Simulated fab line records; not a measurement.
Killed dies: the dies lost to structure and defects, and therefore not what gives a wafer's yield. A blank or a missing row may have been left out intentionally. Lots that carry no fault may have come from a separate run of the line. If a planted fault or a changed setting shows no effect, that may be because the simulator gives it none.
fab line records -- flow n5-finfet -- part 2 of 2: steps 19 to 27 of 27
record: lots: 5, wafers: 15, last-day: 17
route steps=1938 shown FIN_CUT@173 STI_FIN_REVEAL@183
lots untouched by any fault: they come from a run of this same line in which no faults occurred
start-h: hours from the record's first day to the start of the lot's first wafer shown -- wait-h: hours since the lot's step before -- " unchanged from the row above -- L1.1+2: one row covering several wafers at once -- - no value, or no start was given -- * or withheld: withheld -- < > ~ a bound
route shown NAME@n: names a module that has steps shown in the file, with the first one's number in the route -- usual: mean and standard deviation over wafers with no fault -- same: alike in all rows -- chamber/n: place in a boat -- sites: each site's reading -- _std_site: how widely they spread, as a standard deviation -- _edge_site: the outer-site mean with the inner-site mean subtracted -- radius-mm: for every site, how far away it sits from the centre of the wafer -- mask NAME#n: copy n -- behind: the tool/chamber that last shaped the wafer -- hold: what put the lot on hold/how long, in hours/how the hold closed -- device: names the non-switching transistor (n, p or np) -- end of line: tests run on the same wafers once the route is complete -- a step given without rows: its recipe and nothing more -- killed: not the wafer's yield, but the dies lost to structure and defects at the first sort -- map: a wafer's dies, x killed, . not, _ none there
set.NAME: the setting as run; set.NAME@STEP: as run at that earlier step -- model.NAME: the simulator's own value behind a step, which no gauge read
a table for each step, a row for each wafer; lots at some steps of the route
services: the hour from which a tool's chamber was out of use, counted from the record's first day as start-h (under 0 if before that day), plus the number of hours and why
== steps ==
step: N5_STI_FIN_REVEAL_STRIP_24
recipe: chemistry: N2/H2, time-s: 90, power-w: 100, temp-c: 40, pressure-mtorr: 100, rf-frequency-hz: 6e+07, bias-power-w: 3, n2-flow-sccm: 300, h2-flow-sccm: 300
usual: chamber-pressure-mTorr: 100.00/0.097, drypump-motor-current-A: 5.7/0.33, oes-product-au: 0.77/0.059, rf-vpp-V: 45.2/0.79, showerhead-plenum-p-Torr: 3.38/0.12, throttle-valve-pct: 12.30/0.19
lot.wafer,tool,chamber,start-h,wait-h,chamber-pressure-mTorr,drypump-motor-current-A,oes-product-au,rf-hours-counter-h,rf-vpp-V,showerhead-plenum-p-Torr,throttle-valve-pct
L078.1,rie-diel-03,1,57.80,0.0,99.88,5.3,0.74,149,45.9,3.51,12.22
L078.4,rie-diel-03,0,57.80,0.0,99.88,5.5,0.81,108,44.6,3.29,12.33
L078.5,rie-diel-03,2,57.80,0.0,100.01,6.1,0.74,-,45.4,3.36,12.23
L082.1,rie-diel-02,2,81.61,0.0,99.99,5.4,0.75,188,45.5,3.36,12.23
L082.4,rie-diel-02,1,81.61,0.0,99.87,5.9,0.74,179,44.6,3.49,12.49
L082.6,rie-diel-02,2,81.61,0.0,99.85,5.4,0.75,-,45.8,3.36,12.22
L087.1,rie-diel-06,0,116.85,0.0,99.96,5.8,0.75,153,45.6,3.53,12.33
L087.2,rie-diel-06,1,116.85,0.0,100.01,5.5,0.76,179,45.0,3.37,12.51
L087.6,rie-diel-06,0,116.85,0.0,100.09,5.8,0.74,-,47.0,3.53,12.32
L095.2,rie-diel-06,0,159.22,0.0,99.95,5.8,0.74,169,45.3,3.52,12.37
L095.4,rie-diel-06,1,159.22,0.0,100.03,5.5,0.74,196,45.1,3.36,12.57
L095.5,rie-diel-06,2,159.22,0.0,100.03,6.3,0.71,-,45.6,3.20,12.53
L096.1,rie-diel-02,2,165.35,0.0,99.99,5.4,0.72,220,45.6,3.35,12.30
L096.3,rie-diel-02,3,165.35,0.0,100.02,5.6,0.74,206,45.9,3.34,12.68
L096.4,rie-diel-02,1,165.35,0.0,100.03,5.9,0.72,208,45.7,3.48,12.56
step: N5_STI_FIN_REVEAL_PRECLEAN_25
recipe: chemistry: SPM, time-s: 90, temp-c: 120, mix: 4:1
lot.wafer,tool,chamber,start-h,wait-h
L078.1+4+5,wet-bench-05,"0,3,4",57.92,0.1
L082.1+4+6,wet-bench-05,"1,2,6",81.73,0.1
L087.1+2+6,wet-bench-05,"7,2,1",116.98,0.1
L095.2+4+5,wet-bench-05,"4,5,6",159.34,0.1
L096.1+3+4,wet-bench-06,"4,3,7",165.47,0.1
step: N5_STI_FIN_REVEAL_PRECLEAN_26
recipe: chemistry: SC1, time-s: 45, temp-c: 46, mix: 1:2:100
usual: nh4oh-flow-mL-min: 14.57/0.066
lot.wafer,tool,chamber,start-h,wait-h,nh4oh-flow-mL-min
L078.1,wet-bench-05,0,57.95,0.0,14.64
L078.4,wet-bench-05,3,57.95,0.0,14.49
L078.5,wet-bench-05,4,57.95,0.0,14.78
L082.1,wet-bench-05,1,81.76,0.0,14.57
L082.4,wet-bench-05,2,81.76,0.0,14.63
L082.6,wet-bench-05,6,81.76,0.0,14.59
L087.1,wet-bench-05,7,117.00,0.0,14.57
L087.2,wet-bench-05,2,117.00,0.0,14.59
L087.6,wet-bench-05,1,117.00,0.0,14.56
L095.2,wet-bench-05,4,159.37,0.0,14.63
L095.4,wet-bench-05,5,159.37,0.0,14.61
L095.5,wet-bench-05,6,159.37,0.0,14.53
L096.1,wet-bench-06,4,165.50,0.0,14.66
L096.3,wet-bench-06,3,165.50,0.0,14.45
L096.4,wet-bench-06,7,165.50,0.0,14.57
step: N5_STI_FIN_REVEAL_PRECLEAN_29
recipe: chemistry: DHF, time-s: 30, temp-c: 25, dilution: 300:1
lot.wafer,tool,chamber,start-h,wait-h
L078.1+4+5,wet-bench-05,"0,3,4",57.96,0.0
L082.1+4+6,wet-bench-05,"1,2,6",81.77,0.0
L087.1+2+6,wet-bench-05,"7,2,1",117.02,0.0
L095.2+4+5,wet-bench-05,"4,5,6",159.38,0.0
L096.1+3+4,wet-bench-06,"4,3,7",165.51,0.0
step: N5_STI_FIN_REVEAL_SRD_12
recipe: time-s: 30, temp-c: 23, rinse-liquid: diw, dry: ipa-marangoni
lot.wafer,tool,chamber,start-h,wait-h
L078.1+4+5,wet-bench-05,"0,3,4",57.97,0.0
L082.1+4+6,wet-bench-05,"1,2,6",81.78,0.0
L087.1+2+6,wet-bench-05,"7,2,1",117.02,0.0
L095.2+4+5,wet-bench-05,"4,5,6",159.39,0.0
L096.1+3+4,wet-bench-06,"4,3,7",165.52,0.0
step: N5_STI_FIN_REVEAL_RECESS_09
recipe: chemistry: HF/NH3, target: SiO2, afs-cycles: 11, target-depth-a: 425, temp-c: 30, sublimation-temp-c: 180, sublimation-time-s: 60
usual: drypump-motor-current-A: 5.42/0.22
lot.wafer,tool,chamber,start-h,wait-h,drypump-motor-current-A
L078.1,vapor-etch-01,1,58.01,0.0,5.70
L078.4,vapor-etch-01,1,58.01,0.0,5.71
L078.5,vapor-etch-01,0,58.01,0.0,5.17
L082.1,vapor-etch-02,1,81.83,0.0,5.31
L082.4,vapor-etch-02,0,81.83,0.0,5.51
L082.6,vapor-etch-02,0,81.83,0.0,5.51
L087.1,vapor-etch-02,0,117.07,0.0,5.50
L087.2,vapor-etch-02,1,117.07,0.0,5.33
L087.6,vapor-etch-02,0,118.13,1.1,5.50
L095.2,vapor-etch-01,0,159.43,0.0,5.16
L095.4,vapor-etch-01,1,159.43,0.0,5.70
L095.5,vapor-etch-01,0,159.43,0.0,5.17
L096.1,vapor-etch-01,1,165.57,0.0,5.69
L096.3,vapor-etch-01,1,165.57,0.0,5.69
L096.4,vapor-etch-01,0,165.57,0.0,5.15
step: N5_STI_FIN_REVEAL_STRIP_16
recipe: chemistry: H3PO4, material: SiNx, temp-c: 165, target-depth-a: 238, overetch-fraction: 0.4964, dry: ipa-marangoni
lot.wafer,tool,chamber,start-h,wait-h
L078.1+4+5,wet-bench-05,"2,6,1",59.63,1.1
L082.1+4+6,wet-bench-06,"5,4,6",83.46,1.1
L087.1+2+6,wet-bench-05,"2,1,5",118.69,1.1
L095.2+4+5,wet-bench-05,"1,2,0",161.05,1.1
L096.1+3+4,wet-bench-01,"0,7,6",167.18,1.1
step: N5_STI_FIN_REVEAL_PRECLEAN_17
recipe: chemistry: NF3:NH3, afs-cycles: 1, temp-c: 30, time-s: 20, sublimation-temp-c: 180, sublimation-time-s: 60, pressure-torr: 3, rf-power-w: 30
lot.wafer,tool,chamber,start-h,wait-h
L078.1+4+5,remote-plasma-02,0,59.90,0.0
L082.1+4+6,remote-plasma-01,0,83.73,0.0
L087.1+2+6,remote-plasma-02,1,118.98,0.0
L095.2+4+5,remote-plasma-01,1,161.35,0.1
L096.1+3+4,remote-plasma-01,0,167.45,0.0
step: N5_STI_FIN_REVEAL_ETCH_34
recipe: chemistry: H2, mode: isotropic, material: Si, target: Si, target-depth-a: 9.7, temp-c: 20, pressure-mtorr: 4.5, icp-w: 300, bias-w: 0, h2-flow-sccm: 7.5, he-flow-sccm: 142.5
usual: chamber-pressure-mTorr: 4.500/0.0046, drypump-motor-current-A: 5.7/0.49, oes-product-au: 0.987/0.015, throttle-valve-pct: 25.8/0.49
lot.wafer,tool,chamber,start-h,wait-h,chamber-pressure-mTorr,drypump-motor-current-A,oes-product-au,rf-hours-counter-h,throttle-valve-pct
L078.1,rie-si-05,2,60.11,0.2,4.498,5.7,0.977,41,26.2
L078.4,rie-si-05,0,60.11,0.2,4.505,6.3,1.000,5,25.7
L078.5,rie-si-05,1,60.11,0.2,4.503,6.4,0.981,-,25.5
L082.1,rie-si-05,2,83.99,0.2,4.497,5.7,0.964,42,26.2
L082.4,rie-si-05,1,83.99,0.2,4.500,6.4,0.978,63,25.5
L082.6,rie-si-05,2,83.99,0.2,4.502,5.7,0.971,-,26.2
L087.1,rie-si-04,2,119.18,0.2,4.496,5.7,0.968,153,25.6
L087.2,rie-si-04,1,119.18,0.2,4.494,5.6,0.988,16,25.7
L087.6,rie-si-04,3,119.18,0.2,4.495,5.5,0.994,-,25.1
L095.2,rie-si-05,2,161.54,0.2,4.505,5.7,0.970,43,26.2
L095.4,rie-si-05,1,161.54,0.2,4.501,6.4,0.979,65,25.6
L095.5,rie-si-05,2,161.54,0.2,4.502,5.7,0.961,-,26.2
L096.1,rie-si-05,2,167.66,0.2,4.504,5.7,0.981,43,26.2
L096.3,rie-si-05,3,167.66,0.2,4.500,5.9,0.995,67,26.1
L096.4,rie-si-05,0,167.66,0.2,4.497,6.3,1.000,7,25.7
== services ==
tool,chamber,start-h,hours,kind
rie-diel-05,3,36.92,2.7,repair
ald-sin-03,0,37.63,4.8,repair
rie-si-01,3,48.04,8.9,repair
rie-diel-04,1,56.27,4.2,repair
rie-diel-02,-,58.78,1.6,repair
rie-si-03,3,58.88,6.8,repair
rie-diel-05,-,60.59,0.6,repair
wet-bench-03,-,61.71,2.2,repair
rie-diel-02,2,69.19,10.5,repair
rie-si-03,0,70.48,7.0,repair
rie-si-01,-,78.17,0.7,repair
wet-bench-06,-,90.19,1.4,repair
rie-diel-01,-,98.51,2.8,pm
vapor-etch-01,-,111.01,2.8,pm
ald-sin-03,-,111.26,6.0,pm
rie-diel-01,3,111.79,13.2,repair
rie-diel-06,3,119.33,22.6,repair
rie-diel-01,0,123.46,131.8,repair
rie-diel-05,1,126.84,5.4,repair
fcvd-02,1,127.41,7.7,repair
rie-diel-02,1,146.47,3.9,repair
rie-si-01,3,150.60,4.7,repair
rie-si-03,1,152.82,1.6,repair
rie-diel-01,3,154.67,14.1,repair
